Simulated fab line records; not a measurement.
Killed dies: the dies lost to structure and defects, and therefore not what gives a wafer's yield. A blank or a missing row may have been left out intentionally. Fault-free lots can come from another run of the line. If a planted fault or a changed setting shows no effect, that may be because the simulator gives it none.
fab line records	flow nand-harc
[record] lots = 24	wafers = 72	last-day = 33
route steps=1302 shown A_CHANNEL_FILL_D2@614 A_STAIRCASE@653
lots that met no fault: taken from a fault-free run of the same line
start-h: the number of hours between the record's first day and the start of the first shown wafer of the lot	wait-h: hours since the lot's step before	" the same as in the row above	L1.1+2: a single row standing in for several wafers	- either no value or no given start	* or withheld: withheld	< > ~ a bound
route shown NAME@n: names a module that has steps shown in the file, with the first one's number in the route	usual: mean and standard deviation over wafers with no fault	same: alike in all rows	chamber/n: place in a boat	sites: each site's reading	_std_site: their standard deviation	_edge_site: the outer-site mean with the inner-site mean subtracted	radius-mm: for every site, how far away it sits from the centre of the wafer	mask NAME#n: copy n	behind: tool/chamber where the wafer was last shaped	hold: why the lot went on hold/how many hours it stayed there/how the hold came to an end	device: transistor that didn't switch, given as n, p or np	end of line: at the end of the route, the tests of the same wafers	a step given without rows: its recipe and nothing more	killed: count of dies lost to structure and defects at first sort (not the wafer's yield)	map: the dies of a wafer, with x for killed, . for not killed, _ for no die there
set.NAME: the run value of the setting; set.NAME@STEP: its run value at that earlier step	model.NAME: the simulator's own value behind a step, which no gauge read
route steps across a sampled set of lots; one table per step, one row per wafer
services: the hour from which a tool's chamber was out of use, counted from the record's first day as start-h (under 0 if before that day), plus the number of hours and why
[[steps]]
[step NHARC_A_CHANNEL_FILL_D2_ALD_14]
[recipe] target-thk-a = 25	pulse-time-s = 10	ald-cycles = 25	temp-c = 300	material = SiO2
[usual] heater-power-w = 452/48	precursor-pulse-height-rel = 1.001/0.02
lot.wafer	tool	chamber	start-h	wait-h	heater-power-w	precursor-pulse-height-rel	since-wet-clean-h
L074.4	ald-hk-02	1	303.68	0.1	453	1.002	122
L074.3	"	2	"	"	391	1.030	122
L074.6	"	0	"	"	477	0.982	-
L075.1	ald-hk-03	3	309.93	0.0	442	0.990	86
L075.4	"	1	"	"	378	0.996	86
L075.2	"	2	"	"	411	1.016	86
L076.2	ald-hk-03	1	328.96	0.0	380	0.994	105
L076.4	"	2	"	"	399	1.012	105
L076.5	"	2	"	"	397	0.977	-
L077.1	ald-hk-03	0	338.82	0.1	547	1.011	115
L077.5	"	2	"	"	409	0.973	-
L077.6	"	3	"	"	453	1.005	-
L078.4	ald-hk-01	3	341.93	0.0	443	1.019	29
L078.1	"	0	"	"	514	0.957	29
L078.6	"	0	"	"	500	0.962	-
L079.2	ald-hk-01	0	355.77	0.0	500	0.975	42
L079.4	"	3	"	"	451	1.006	42
L079.6	"	1	"	"	444	0.971	-
L080.3	ald-hk-03	1	355.84	0.1	374	1.028	132
L080.6	"	3	"	"	449	1.017	-
L080.5	"	0	"	"	536	0.974	-
L081.4	ald-hk-03	2	376.81	0.1	414	1.039	153
L081.5	"	2	"	"	425	1.011	-
L081.6	"	3	"	"	449	0.985	-
L082.2	ald-hk-02	2	390.77	0.0	389	1.000	31
L082.4	"	1	"	"	448	1.010	31
L082.5	"	3	"	"	473	1.008	-
L083.4	ald-hk-01	2	390.78	0.0	483	0.974	77
L083.2	"	0	"	"	492	1.001	77
L083.6	"	3	"	"	443	1.011	-
L084.1	ald-hk-02	3	408.89	0.0	490	1.019	49
L084.2	"	1	"	"	459	0.972	49
L084.4	"	2	"	"	384	1.024	49
L085.4	ald-hk-03	0	412.49	0.0	559	1.003	10
L085.3	"	2	"	"	421	0.992	10
L085.6	"	1	"	"	376	1.021	-
L086.1	ald-hk-02	2	425.69	0.0	393	0.984	66
L086.2	"	0	"	"	472	0.992	66
L086.6	"	2	"	"	374	1.018	-
L087.2	ald-hk-01	2	434.12	0.0	501	0.994	121
L087.3	"	1	"	"	436	0.983	121
L087.6	"	3	"	"	448	1.003	-
L089.4	ald-hk-02	0	452.48	0.0	469	1.030	92
L089.3	"	3	"	"	470	1.028	92
L089.5	"	0	"	"	470	0.987	-
L088.2	ald-hk-03	1	452.55	0.1	365	1.015	50
L088.4	"	2	"	"	429	1.029	50
L088.5	"	3	"	"	453	1.034	-
L091.4	ald-hk-02	2	473.80	0.0	381	1.025	114
L091.2	"	3	"	"	478	0.992	114
L091.6	"	3	"	"	478	1.011	-
L090.1	ald-hk-01	0	473.88	0.1	492	0.999	160
L090.5	"	2	"	"	475	0.984	-
L090.6	"	3	"	"	449	1.019	-
L093.2	ald-hk-01	2	492.26	0.0	506	1.028	1
L093.1	"	3	"	"	439	0.998	1
L093.4	"	0	"	"	486	1.008	1
L092.3	ald-hk-03	2	492.51	0.3	425	1.028	90
L092.2	"	0	"	"	548	0.980	90
L092.5	"	1	"	"	362	1.024	-
L094.2	ald-hk-02	1	507.03	0.0	465	0.991	147
L094.6	"	1	"	"	458	1.017	-
L094.5	"	2	"	"	389	0.990	-
L095.3	ald-hk-01	0	517.39	0.1	488	1.001	26
L095.6	"	0	"	"	484	1.016	-
L095.5	"	1	"	"	421	0.947	-
L096.4	ald-hk-03	0	529.47	0.2	558	1.009	127
L096.6	"	1	"	"	379	0.998	-
L096.5	"	2	"	"	407	0.978	-
L097.3	ald-hk-03	3	533.55	0.1	449	0.964	131
L097.6	"	2	"	"	428	1.053	-
L097.5	"	3	"	"	462	1.005	-
[step NHARC_A_CHANNEL_FILL_D2_ALD_25]
[recipe] target-thk-a = 600	pulse-time-s = 10	ald-cycles = 600	temp-c = 300	material = SiOx
[usual] heater-power-w = 453/49	precursor-pulse-height-rel = 0.999/0.018
lot.wafer	tool	chamber	start-h	wait-h	heater-power-w	precursor-pulse-height-rel	since-wet-clean-h
L074.4	ald-hk-01	3	336.12	0.7	442	1.028	24
L074.3	"	1	337.37	1.9	441	1.009	25
L074.6	"	3	338.61	3.2	454	0.975	-
L075.1	ald-hk-03	2	339.16	0.1	400	1.027	116
L075.4	"	3	"	"	437	1.018	117
L075.2	"	1	341.02	1.9	392	1.012	118
L076.4	ald-hk-03	0	358.83	0.0	551	0.981	136
L076.2	"	3	360.65	1.9	445	0.982	138
L076.5	"	0	"	"	548	0.985	-
L077.1	ald-hk-02	0	367.45	0.1	469	1.023	8
L077.6	"	0	369.92	2.5	463	0.992	-
L077.5	"	1	"	"	481	1.030	-
L078.4	ald-hk-03	0	370.98	0.0	537	1.028	148
L078.1	"	2	372.22	1.3	422	0.989	149
L078.6	"	0	373.47	2.5	544	0.987	-
L079.2	ald-hk-02	3	384.45	0.1	471	0.985	25
L079.4	"	2	386.30	1.9	380	0.989	27
L079.6	"	3	"	"	468	1.004	-
L080.3	ald-hk-03	1	386.30	1.9	380	1.004	163
L080.5	"	2	"	"	413	0.973	-
L080.6	"	3	"	"	444	0.992	-
L081.4	ald-hk-01	3	408.79	0.7	449	0.979	97
L081.6	"	2	410.60	2.5	478	1.023	-
L081.5	"	3	"	"	453	1.001	-
L083.4	ald-hk-01	0	420.62	0.7	495	1.017	108
L083.2	"	2	421.85	1.9	480	1.002	110
L083.6	"	0	423.08	3.1	494	0.998	-
L082.4	ald-hk-03	3	421.27	1.3	439	0.981	20
L082.2	"	0	"	"	535	0.971	21
L082.5	"	1	"	"	363	0.962	-
L085.3	ald-hk-01	1	441.01	0.1	438	0.984	129
L085.4	"	0	442.88	1.9	498	1.034	131
L085.6	"	2	444.13	3.2	495	1.013	-
L084.2	ald-hk-02	2	441.62	0.7	385	0.994	83
L084.1	"	3	"	"	485	1.008	83
L084.4	"	0	"	"	475	1.003	84
L086.2	ald-hk-01	2	458.73	0.7	486	1.003	146
L086.1	"	0	459.97	1.9	506	0.992	148
L086.6	"	2	461.20	3.1	481	1.006	-
L087.2	ald-hk-03	1	462.82	0.1	370	0.956	62
L087.3	"	3	464.04	1.3	464	0.989	63
L087.6	"	1	465.26	2.5	370	1.042	-
L088.4	ald-hk-02	3	481.62	0.0	473	0.958	123
L088.2	"	2	483.44	1.9	382	0.991	124
L088.5	"	0	484.66	3.1	458	1.003	-
L089.3	ald-hk-03	1	483.32	1.8	359	1.012	82
L089.4	"	2	"	"	404	1.005	83
L089.5	"	0	485.18	3.6	548	1.020	-
L091.2	ald-hk-03	1	502.82	0.1	360	0.993	102
L091.4	"	3	504.07	1.3	446	1.005	103
L091.6	"	1	505.33	2.6	371	0.991	-
L090.1	ald-hk-01	3	504.06	1.3	445	0.992	14
L090.5	"	1	505.31	2.5	424	0.990	-
L090.6	"	2	"	"	523	0.991	-
L093.1	ald-hk-01	1	524.97	0.7	419	0.964	35
L093.2	"	2	"	"	506	1.029	35
L093.4	"	3	"	"	445	1.026	36
L092.2	ald-hk-03	2	525.58	1.3	422	1.010	125
L092.3	"	3	"	"	450	0.985	125
L092.5	"	0	"	"	549	0.997	-
L094.2	ald-hk-01	1	537.26	1.3	416	1.009	47
L094.6	"	3	538.49	2.5	440	0.998	-
L094.5	"	0	"	"	488	0.998	-
L095.3	ald-hk-01	2	549.34	0.1	499	1.025	59
L095.5	"	2	551.77	2.5	508	1.007	-
L095.6	"	3	"	"	446	0.991	-
L096.4	ald-hk-02	0	559.09	1.3	464	1.032	22
L096.6	"	2	560.34	2.5	389	1.014	-
L096.5	"	3	"	"	472	0.988	-
L097.3	ald-hk-03	1	565.50	1.9	370	0.975	165
L097.5	"	2	"	"	424	1.013	-
L097.6	"	3	"	"	448	1.005	-
[step NHARC_A_STAIRCASE_STRIP_171]
[recipe] power-w = 1500	temp-c = 250	chemistry = O2
[usual] drypump-motor-current-A = 5.72/0.26	heater-power-w = 336/15
lot.wafer	tool	chamber	start-h	wait-h	drypump-motor-current-A	heater-power-w	rf-hours-counter-h
L074.3	plasma-asher-02	1	349.82	-	5.96	307	-
L074.4	"	0	"	"	5.39	326	-
L074.6	"	0	"	"	5.38	340	-
L075.2	plasma-asher-02	0	352.38	-	5.43	342	23
L075.1	"	1	"	"	5.97	316	23
L075.4	"	1	"	"	5.97	312	-
L076.2	plasma-asher-02	0	372.46	-	5.39	335	26
L076.4	"	0	"	"	5.39	344	-
L076.5	"	0	"	"	5.40	343	-
L077.1	plasma-asher-01	0	381.82	-	5.52	353	5
L077.6	"	1	"	"	5.98	332	-
L077.5	"	0	"	"	5.51	353	-
L078.1	plasma-asher-02	1	384.44	-	5.97	316	28
L078.4	"	1	"	"	5.98	319	-
L078.6	"	0	"	"	5.38	337	-
L080.3	plasma-asher-01	0	399.93	-	5.52	359	-
L080.6	"	0	"	"	5.52	359	-
L080.5	"	1	"	"	5.98	324	-
L079.2	plasma-asher-02	1	400.00	-	5.98	318	31
L079.4	"	1	"	"	5.98	310	-
L079.6	"	0	"	"	5.40	342	-
L081.4	plasma-asher-01	0	421.61	-	5.50	375	-
L081.5	"	1	"	"	5.96	338	-
L081.6	"	0	"	"	5.53	362	-
L082.2	plasma-asher-01	0	433.49	-	5.52	357	17
L082.4	"	0	"	"	5.51	357	-
L082.5	"	1	"	"	5.99	333	-
L083.2	plasma-asher-01	1	433.73	-	6.01	334	17
L083.4	"	1	"	"	5.98	335	-
L083.6	"	0	"	"	5.52	354	-
L084.1	plasma-asher-01	0	454.44	-	5.52	362	22
L084.2	"	1	"	"	6.00	325	22
L084.4	"	1	"	"	5.99	330	-
L085.3	plasma-asher-02	0	454.69	-	5.41	325	-
L085.4	"	1	"	"	5.98	325	-
L085.6	"	0	"	"	5.44	330	-
L086.2	plasma-asher-01	1	471.24	-	5.99	331	25
L086.1	"	0	"	"	5.50	361	25
L086.6	"	0	"	"	5.51	363	-
L087.2	plasma-asher-01	0	476.29	-	5.52	361	26
L087.3	"	1	"	"	5.97	332	-
L087.6	"	0	"	"	5.53	365	-
L089.4	plasma-asher-01	1	495.39	-	5.96	324	-
L089.3	"	0	"	"	5.53	358	-
L089.5	"	1	"	"	5.96	329	-
L088.2	plasma-asher-01	1	495.58	-	5.99	323	29
L088.4	"	1	"	"	5.97	337	-
L088.5	"	0	"	"	5.51	362	-
L090.1	plasma-asher-01	0	516.05	-	5.52	362	34
L090.5	"	1	"	"	6.01	331	-
L090.6	"	0	"	"	5.52	358	-
L091.2	plasma-asher-02	1	516.20	-	5.96	320	14
L091.4	"	0	"	"	5.42	338	-
L091.6	"	0	"	"	5.42	326	-
L092.2	plasma-asher-02	0	537.64	-	5.43	328	22
L092.3	"	0	"	"	5.43	327	-
L092.5	"	1	"	"	5.98	320	-
L093.1	plasma-asher-01	0	537.88	-	5.51	340	2
L093.2	"	1	"	"	5.96	342	2
L093.4	"	1	"	"	5.94	337	-
L094.2	plasma-asher-02	1	549.52	-	5.98	322	24
L094.6	"	0	"	"	5.40	325	-
L094.5	"	1	"	"	5.99	324	-
L095.3	plasma-asher-02	0	562.78	-	5.40	336	-
L095.6	"	1	"	"	5.97	322	-
L095.5	"	0	"	"	5.42	325	-
L096.4	plasma-asher-01	1	571.10	-	5.97	342	-
L096.5	"	1	"	"	5.99	350	-
L096.6	"	0	"	"	5.48	328	-
L097.3	plasma-asher-02	1	577.07	-	6.00	328	-
L097.5	"	1	"	"	5.99	322	-
L097.6	"	0	"	"	5.40	336	-
[step NHARC_A_STAIRCASE_ETCH_15]
[recipe] target-depth-a = 1000	time-s = 40.5	ion-energy-ev = 400	c4f8-flow-sccm = 20	o2-flow-sccm = 10	ar-flow-sccm = withheld	rf-w = 600	bias-w = 1000	chemistry = C4F8/O2
[usual] oes-product-au = 0.942/0.012	rf-vpp-V = 896/4.1
lot.wafer	tool	chamber	start-h	wait-h	oes-product-au	rf-hours-counter-h	rf-vpp-V
L074.3	rie-diel-03	0	-	-	0.959	8	892
L074.4	"	1	"	"	0.954	20	894
L074.6	"	0	"	"	0.963	-	893
L075.4	rie-diel-09	2	-	-	0.926	10	901
L075.1	"	0	"	"	0.932	10	894
L075.2	"	1	"	"	0.925	10	896
L076.2	rie-diel-09	2	-	-	0.940	17	899
L076.4	"	0	"	"	0.923	18	895
L076.5	"	1	"	"	0.956	-	896
L077.1	rie-diel-09	2	-	-	0.933	19	898
L077.6	"	2	"	"	0.935	-	899
L077.5	"	3	"	"	0.934	-	896
L078.4	rie-diel-03	3	-	-	0.926	32	905
L078.1	"	1	"	"	0.938	31	894
L078.6	"	3	"	"	0.940	-	905
L080.3	rie-diel-09	3	-	-	0.939	27	896
L080.5	"	3	"	"	0.939	-	896
L080.6	"	0	"	"	0.913	-	894
L079.4	rie-diel-03	0	-	-	0.965	25	893
L079.2	"	1	"	"	0.944	36	894
L079.6	"	2	"	"	0.939	-	894
L081.4	rie-diel-08	2	-	-	0.943	18	890
L081.6	"	0	"	"	0.950	-	897
L081.5	"	1	"	"	0.942	-	905
L082.2	rie-diel-08	0	-	-	0.958	15	899
L082.4	"	1	"	"	0.935	16	903
L082.5	"	3	"	"	0.957	-	897
L083.2	rie-diel-03	0	-	-	0.946	37	893
L083.4	"	0	"	"	0.949	-	892
L083.6	"	1	"	"	0.953	-	894
L084.4	rie-diel-08	2	-	-	0.942	27	890
L084.2	"	3	"	"	0.946	27	898
L084.1	"	1	"	"	0.942	23	904
L085.3	rie-diel-03	2	-	-	0.952	47	893
L085.4	"	3	"	"	0.947	56	904
L085.6	"	2	"	"	0.962	-	894
L086.1	rie-diel-03	3	-	-	0.958	1	905
L086.2	"	0	"	"	0.955	1	893
L086.6	"	2	"	"	0.950	-	893
L087.3	rie-diel-09	3	-	-	0.939	54	896
L087.2	"	1	"	"	0.941	51	894
L087.6	"	3	"	"	0.932	-	896
L089.3	rie-diel-03	2	-	-	0.961	11	893
L089.4	"	3	"	"	0.963	9	905
L089.5	"	2	"	"	0.960	-	893
L088.4	rie-diel-09	0	-	-	0.933	54	893
L088.2	"	2	"	"	0.939	59	898
L088.5	"	0	"	"	0.932	-	894
L090.1	rie-diel-08	0	-	-	0.959	47	897
L090.6	"	0	"	"	0.963	-	897
L090.5	"	1	"	"	0.937	-	903
L091.2	rie-diel-09	0	-	-	0.954	3	893
L091.4	"	3	"	"	0.957	2	896
L091.6	"	0	"	"	0.946	-	892
L092.3	rie-diel-09	1	-	-	0.932	13	894
L092.2	"	2	"	"	0.947	14	898
L092.5	"	0	"	"	0.938	-	893
L093.4	rie-diel-09	3	-	-	0.928	13	896
L093.1	"	0	"	"	0.935	9	894
L093.2	"	1	"	"	0.940	13	895
L094.2	rie-diel-09	0	-	-	0.928	14	893
L094.6	"	3	"	"	0.940	-	893
L094.5	"	0	"	"	0.924	-	893
L095.3	rie-diel-08	2	-	-	0.951	2	889
L095.6	"	2	"	"	0.956	-	889
L095.5	"	3	"	"	0.948	-	897
L096.4	rie-diel-03	2	-	-	0.935	39	892
L096.6	"	2	"	"	0.940	-	893
L096.5	"	3	"	"	0.938	-	904
L097.3	rie-diel-09	3	-	-	0.933	28	896
L097.6	"	1	"	"	0.926	-	894
L097.5	"	2	"	"	0.928	-	899
[step NHARC_A_STAIRCASE_ETCH_190]
[recipe] target-depth-a = 1000	time-s = 40.5	ion-energy-ev = 400	c4f8-flow-sccm = 20	o2-flow-sccm = 10	ar-flow-sccm = withheld	rf-w = 600	bias-w = 1000	chemistry = C4F8/O2
[usual] oes-product-au = 0.943/0.011	rf-vpp-V = 896/4.7
lot.wafer	tool	chamber	start-h	wait-h	oes-product-au	rf-hours-counter-h	rf-vpp-V
L074.4	rie-diel-03	0	-	-	0.952	9	893
L074.3	"	3	"	"	0.963	21	907
L074.6	"	1	"	"	0.936	-	894
L075.1	rie-diel-08	0	-	-	0.945	57	898
L075.2	"	2	"	"	0.936	48	892
L075.4	"	3	"	"	0.937	50	897
L076.4	rie-diel-08	2	-	-	0.948	0	892
L076.2	"	3	"	"	0.936	0	898
L076.5	"	2	"	"	0.944	-	892
L077.1	rie-diel-03	2	-	-	0.962	31	893
L077.6	"	3	"	"	0.954	-	905
L077.5	"	0	"	"	0.957	-	893
L078.4	rie-diel-09	1	-	-	0.931	22	895
L078.1	"	2	"	"	0.927	25	898
L078.6	"	1	"	"	0.933	-	895
L080.3	rie-diel-09	1	-	-	0.937	25	895
L080.6	"	2	"	"	0.937	-	900
L080.5	"	3	"	"	0.933	-	897
L079.2	rie-diel-08	2	-	-	0.952	10	890
L079.4	"	3	"	"	0.941	9	899
L079.6	"	2	"	"	0.953	-	891
L081.4	rie-diel-09	1	-	-	0.947	32	895
L081.5	"	2	"	"	0.920	-	900
L081.6	"	3	"	"	0.943	-	896
L082.2	rie-diel-03	0	-	-	0.956	38	892
L082.4	"	3	"	"	0.942	-	906
L082.5	"	0	"	"	0.957	-	892
L083.2	rie-diel-08	0	-	-	0.946	16	897
L083.4	"	1	"	"	0.944	17	903
L083.6	"	2	"	"	0.941	-	891
L084.4	rie-diel-09	2	-	-	0.927	48	899
L084.1	"	3	"	"	0.925	47	895
L084.2	"	0	"	"	0.925	40	893
L085.3	rie-diel-08	1	-	-	0.937	24	905
L085.4	"	2	"	"	0.934	28	891
L085.6	"	3	"	"	0.952	-	898
L086.2	rie-diel-09	1	-	-	0.950	50	894
L086.1	"	2	"	"	0.942	55	898
L086.6	"	2	"	"	0.943	-	900
L087.2	rie-diel-08	0	-	-	0.948	33	898
L087.3	"	1	"	"	0.944	32	902
L087.6	"	0	"	"	0.948	-	898
L089.4	rie-diel-03	2	-	-	0.940	12	892
L089.3	"	0	"	"	0.968	10	893
L089.5	"	1	"	"	0.939	-	894
L088.4	rie-diel-03	0	-	-	0.952	10	892
L088.2	"	2	"	"	0.948	12	892
L088.5	"	3	"	"	0.945	-	904
L090.1	rie-diel-09	3	-	-	0.955	3	895
L090.5	"	1	"	"	0.934	-	895
L090.6	"	2	"	"	0.937	-	900
L091.4	rie-diel-08	1	-	-	0.948	48	904
L091.2	"	2	"	"	0.943	49	891
L091.6	"	2	"	"	0.936	-	890
L092.2	rie-diel-03	1	-	-	0.933	30	892
L092.3	"	2	"	"	0.919	29	893
L092.5	"	3	"	"	0.949	-	906
L093.2	rie-diel-03	3	-	-	0.960	27	906
L093.1	"	0	"	"	0.964	20	892
L093.4	"	1	"	"	0.945	30	893
L094.2	rie-diel-08	3	-	-	0.947	0	897
L094.6	"	2	"	"	0.942	-	888
L094.5	"	3	"	"	0.943	-	897
L095.3	rie-diel-03	0	-	-	0.943	31	891
L095.5	"	3	"	"	0.951	-	905
L095.6	"	0	"	"	0.945	-	892
L096.4	rie-diel-08	0	-	-	0.955	7	897
L096.5	"	3	"	"	0.957	-	898
L096.6	"	0	"	"	0.956	-	897
L097.3	rie-diel-08	0	-	-	0.942	9	897
L097.5	"	1	"	"	0.920	-	903
L097.6	"	2	"	"	0.937	-	888
[step NHARC_A_STAIRCASE_ETCH_194]
[recipe] target-depth-a = 1000	time-s = 40.5	ion-energy-ev = 400	c4f8-flow-sccm = 20	o2-flow-sccm = 10	ar-flow-sccm = withheld	rf-w = 600	bias-w = 1000	chemistry = C4F8/O2
[usual] oes-product-au = 0.944/0.01	rf-vpp-V = 896/4.6
lot.wafer	tool	chamber	start-h	wait-h	oes-product-au	rf-hours-counter-h	rf-vpp-V
L074.4	rie-diel-03	0	-	-	0.955	9	892
L074.3	"	3	"	"	0.931	21	906
L074.6	"	0	"	"	0.950	-	892
L075.1	rie-diel-08	3	-	-	0.951	51	897
L075.4	"	1	"	"	0.948	53	903
L075.2	"	2	"	"	0.927	49	889
L076.4	rie-diel-08	3	-	-	0.933	0	898
L076.2	"	0	"	"	0.954	0	899
L076.5	"	3	"	"	0.942	-	898
L077.1	rie-diel-03	2	-	-	0.939	32	894
L077.5	"	0	"	"	0.949	-	894
L077.6	"	1	"	"	0.931	-	895
L078.1	rie-diel-09	2	-	-	0.927	25	900
L078.4	"	3	"	"	0.938	25	895
L078.6	"	2	"	"	0.919	-	897
L080.3	rie-diel-09	1	-	-	0.944	25	895
L080.6	"	1	"	"	0.951	-	895
L080.5	"	2	"	"	0.931	-	899
L079.2	rie-diel-08	1	-	-	0.944	8	904
L079.4	"	2	"	"	0.954	10	890
L079.6	"	3	"	"	0.944	-	898
L081.4	rie-diel-09	3	-	-	0.936	38	895
L081.6	"	2	"	"	0.920	-	899
L081.5	"	3	"	"	0.944	-	897
L082.2	rie-diel-03	3	-	-	0.956	49	903
L082.4	"	0	"	"	0.965	-	892
L082.5	"	3	"	"	0.953	-	905
L083.2	rie-diel-08	2	-	-	0.942	22	888
L083.4	"	1	"	"	0.941	17	903
L083.6	"	3	"	"	0.945	-	898
L084.4	rie-diel-09	1	-	-	0.945	41	893
L084.1	"	2	"	"	0.925	48	898
L084.2	"	3	"	"	0.944	47	896
L085.4	rie-diel-08	2	-	-	0.935	28	891
L085.3	"	3	"	"	0.949	28	899
L085.6	"	0	"	"	0.950	-	898
L086.1	rie-diel-09	0	-	-	0.929	49	894
L086.2	"	1	"	"	0.944	51	895
L086.6	"	1	"	"	0.938	-	895
L087.3	rie-diel-08	2	-	-	0.943	35	891
L087.2	"	0	"	"	0.935	33	898
L087.6	"	1	"	"	0.949	-	902
L089.3	rie-diel-03	3	-	-	0.944	10	906
L089.4	"	1	"	"	0.936	12	895
L089.5	"	0	"	"	0.967	-	894
L088.2	rie-diel-03	0	-	-	0.957	10	890
L088.4	"	2	"	"	0.939	13	892
L088.5	"	3	"	"	0.944	-	903
L090.1	rie-diel-09	2	-	-	0.948	3	899
L090.6	"	1	"	"	0.932	-	894
L090.5	"	2	"	"	0.943	-	898
L091.4	rie-diel-08	0	-	-	0.944	49	897
L091.2	"	1	"	"	0.939	48	902
L091.6	"	2	"	"	0.928	-	888
L092.3	rie-diel-03	0	-	-	0.951	20	891
L092.2	"	3	"	"	0.958	27	905
L092.5	"	1	"	"	0.942	-	895
L093.1	rie-diel-03	1	-	-	0.945	30	893
L093.2	"	2	"	"	0.940	30	893
L093.4	"	3	"	"	0.960	27	903
L094.2	rie-diel-08	3	-	-	0.943	0	896
L094.6	"	0	"	"	0.953	-	897
L094.5	"	1	"	"	0.940	-	903
L095.3	rie-diel-03	0	-	-	0.966	31	891
L095.5	"	3	"	"	0.947	-	904
L095.6	"	0	"	"	0.960	-	891
L096.4	rie-diel-08	0	-	-	0.961	7	897
L096.6	"	1	"	"	0.941	-	902
L096.5	"	2	"	"	0.932	-	888
L097.3	rie-diel-08	2	-	-	0.952	11	888
L097.6	"	1	"	"	0.946	-	903
L097.5	"	2	"	"	0.943	-	888
[[services]]
tool	chamber	start-h	hours	kind
rie-diel-03	-	281.56	9.0	pm
rie-diel-03	0	294.78	38.2	repair
rie-diel-08	0	298.20	-	clean
rie-diel-03	3	303.46	1.5	repair
rie-diel-09	0	317.77	5.8	repair
rie-diel-09	-	322.47	9.0	pm
plasma-asher-01	-	342.05	9.0	pm
rie-diel-08	3	349.43	7.0	repair
ald-hk-02	-	350.20	10.0	pm
rie-diel-08	-	368.21	9.0	pm
rie-diel-08	0	390.98	3.2	repair
ald-hk-03	-	392.15	10.0	pm
plasma-asher-02	-	426.00	9.0	pm
rie-diel-03	2	432.20	15.3	repair
rie-diel-08	-	444.42	3.7	repair
rie-diel-03	-	458.56	9.0	pm
ald-hk-01	-	481.47	10.0	pm
plasma-asher-02	-	489.32	10.3	repair
rie-diel-09	-	499.68	9.0	pm
plasma-asher-01	-	519.05	9.0	pm
ald-hk-02	-	528.20	10.0	pm
rie-diel-08	1	542.38	3.7	repair
rie-diel-08	-	545.21	9.0	pm
ald-hk-03	-	570.15	10.0	pm
[[key]]
fault none
